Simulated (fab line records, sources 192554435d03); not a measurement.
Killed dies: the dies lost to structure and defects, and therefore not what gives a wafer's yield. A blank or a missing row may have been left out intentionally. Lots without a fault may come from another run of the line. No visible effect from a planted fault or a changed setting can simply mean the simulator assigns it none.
Code-filled problem report in 8D (eight disciplines) form + flow n5 finfet + the parts of the form that need people (team, actions taken, sign-off) are left out

## 1. THE PROBLEM
At N5_BEOL_M0_SAQP_ETCH_102, oes product au averages 0.855 a.u. over 3 wafers from 2 lots, while fault-free wafers read 0.994 a.u., standard deviation 0.023. Measured from the usual mean, that is -6.0 standard deviations.
The step: etches SiO2 in CF4, target depth 4 nm, time 4.4 s.
First observed at day 8 19:03: wafer L146.5, on rie si-06. The record holds 29 wafers of 10 lots with a number at this step. Rule for "out", or "out of limits": more than 4 standard deviations from the usual mean. The other wafers with a number count as sound.

## 2. WHAT THIS IS AND IS NOT
| question                    | is                     | is not                                                                                 |
|-----------------------------|------------------------|----------------------------------------------------------------------------------------|
| which readings at this step | oes product au         | drypump motor current A, throttle valve pct                                            |
| which lots                  | L146, L147             | L135, L137, L138, L139, L141, L153, L156, L157                                         |
| which wafers of those lots  | L146.5, L147.4, L147.5 | L146.6, L147.2                                                                         |
| read on which tools         | rie si-06              | rie si-01, rie si-04                                                                   |
| when                        | from day 8 19:03       | up to then (16 sound wafers); but 10 sound wafers of L147, L153, L156, L157 came after |

## 3. SUSPECTS, AND WHAT RULES EACH OUT
Counting: any tool at a process step up to the reading remains a suspect provided it ran every lot that is out. Sound lots after the first of them don't rule it out here, since some wafers of a struck lot are sound.
- rie diel-05 at N5_MOL_CONTACT_COAG_ETCH_67 (etches SOC in N2/H2, target depth 60 nm, overetch 21 nm, time 101.2 s): kept. Every lot that is out went through it, the first being L146 (day 8 08:26); the last sound lot it ran before that was L135 (day 5 15:40).
- rie si-06 at N5_BEOL_M0_SAQP_ETCH_102 (etches SiO2 in CF4, target depth 4 nm, time 4.4 s): kept. Every lot that is out went through it, the first being L146 (day 8 19:03); the last sound lot it ran before that was L141 (day 7 06:19). On those wafers its own readings are out: oes product au.
- Within rie diel-05 at N5_MOL_CONTACT_COAG_ETCH_67: the wafers that are out ran in chamber 3; their sound lot-mates ran in chambers 0, 2.
- Within rie si-06 at N5_BEOL_M0_SAQP_ETCH_102: the wafers that are out ran in chambers 1, 2; their sound lot-mates ran in chambers 0, 3.
The count leaves rie si-06 at N5_BEOL_M0_SAQP_ETCH_102 and rie diel-05 at N5_MOL_CONTACT_COAG_ETCH_67.

## 4. THE CAUSE (what the simulator had put in)
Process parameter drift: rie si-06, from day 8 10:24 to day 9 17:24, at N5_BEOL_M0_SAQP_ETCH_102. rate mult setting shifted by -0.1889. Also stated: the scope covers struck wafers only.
Of the 2 suspects that counting leaves, this tool is one.

## 5. THE CHAIN OF EFFECTS, in route order
Each row: a reading whose mean over the struck wafers that have a number lies more than 3 standard deviations from the usual. Only readings whose record carries a usual standard deviation are examined. hours: median over the lots of the time between each lot's start at the first step of this table that gives one and its start at this step. sigmas: the change, counted in usual standard deviations.
| hours | step                     | reading        | usual      | on struck wafers | change | sigmas |
|-------|--------------------------|----------------|------------|------------------|--------|--------|
| 0     | N5_BEOL_M0_SAQP_ETCH_102 | oes product au | 0.994 a.u. | 0.855            | -0.139 | -6.0   |
Its process steps:
- N5_BEOL_M0_SAQP_ETCH_102: etches SiO2 in CF4, target depth 4 nm, time 4.4 s.
Later steps that measure or inspect, where all struck wafers having a row at the step show a number for every such reading and not one has moved that far: N5_BEOL_M0_SAQP_CD_MEAS_40, N5_BEOL_M4_RC_MEAS_101.

## 6. HOW IT WOULD HAVE BEEN CAUGHT EARLIER
9 hours passed between the start of the fault at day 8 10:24 and the first reading out of limits in this record, taken at day 8 19:03.
